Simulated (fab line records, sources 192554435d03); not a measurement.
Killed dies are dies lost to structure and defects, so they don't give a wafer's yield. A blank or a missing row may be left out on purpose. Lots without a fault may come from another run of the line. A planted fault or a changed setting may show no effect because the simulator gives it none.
Chamber matching | flow n5_finfet | N5_BEOL_M11_ETCH_66 on rie_diel-02: 4 sister chambers
The step etches SOC in N2/H2, target depth 120 nm, overetch 24 nm, time 180 s. 18 wafers are shown with their chamber, then 9 later ones without.

WAFERS WITH THEIR CHAMBER
wafer  | chamber | showerhead_plenum_p_Torr (Torr) | drypump_motor_current_A (A) | throttle_valve_pct (%)
L075.2 | 3       | 2.60                            | 6.3                         | 17.40
L075.4 | 0       | 2.54                            | 5.7                         | 18.08
L075.6 | 1       | 2.34                            | 5.7                         | 17.38
L077.1 | 1       | 2.34                            | 5.7                         | 17.40
L077.2 | 3       | 2.60                            | 6.3                         | 17.40
L077.5 | 3       | 2.60                            | 6.2                         | 17.38
L079.3 | 0       | 2.54                            | 5.7                         | 18.11
L079.4 | 1       | 2.33                            | 5.7                         | 17.40
L079.6 | 3       | 2.60                            | 6.3                         | 17.39
L080.3 | 0       | 2.53                            | 5.7                         | 18.11
L080.5 | 3       | 2.60                            | 6.3                         | 17.39
L080.6 | 0       | 2.53                            | 5.7                         | 18.09
L081.2 | 2       | 2.48                            | 5.2                         | 17.25
L081.3 | 3       | 2.60                            | 6.3                         | 17.41
L081.4 | 0       | 2.53                            | 5.7                         | 18.11
L085.1 | 3       | 2.60                            | 6.2                         | 17.42
L085.3 | 0       | 2.53                            | 5.7                         | 18.10
L085.5 | 2       | 2.48                            | 5.2                         | 17.27

SIGNATURES (means of the wafers above)
reading                  | chamber 0 | chamber 1 | chamber 2 | chamber 3 | scatter within a chamber
showerhead_plenum_p_Torr | 2.5333    | 2.3367    | 2.4800    | 2.6000    | 0.00378
drypump_motor_current_A  | 5.700     | 5.700     | 5.200     | 6.271     | 0.0319
throttle_valve_pct       | 18.1000   | 17.3933   | 17.2600   | 17.3986   | 0.013
Rule: a wafer's distance from a chamber is the root of the sum, over the readings, of the square of ((its reading less the chamber's mean) divided by the reading's scatter). The wafer belongs to the nearest chamber; if the next one is less than 2 further off, it can't be placed. The scatter: the root of (the sum of the squares of (reading less its chamber's mean) over the shown wafers, divided by (wafers less chambers)).

WAFERS WITHOUT THEIR CHAMBER
wafer  | showerhead_plenum_p_Torr (Torr) | drypump_motor_current_A (A) | throttle_valve_pct (%)
L086.2 | 2.53                            | 5.7                         | 18.11
L086.3 | 2.48                            | 5.2                         | 17.25
L086.6 | 2.33                            | 5.7                         | 17.43
L092.1 | 2.33                            | 5.7                         | 17.42
L092.2 | 2.52                            | 5.7                         | 18.14
L092.4 | 2.47                            | 5.2                         | 17.28
L095.3 | 2.47                            | 5.2                         | 17.29
L095.4 | 2.59                            | 6.3                         | 17.45
L095.6 | 2.52                            | 5.7                         | 18.16

WHICH CHAMBER EACH WENT THROUGH
wafer  | from the rows above | in truth
L086.2 | 0                   | 0
L086.3 | 2                   | 2
L086.6 | 1                   | 1
L092.1 | 1                   | 1
L092.2 | 0                   | 0
L092.4 | 2                   | 2
L095.3 | 2                   | 2
L095.4 | 3                   | 3
L095.6 | 0                   | 0
Placed correctly: 9 of 9. Can't be placed from these rows: 0. Placed wrongly: 0.
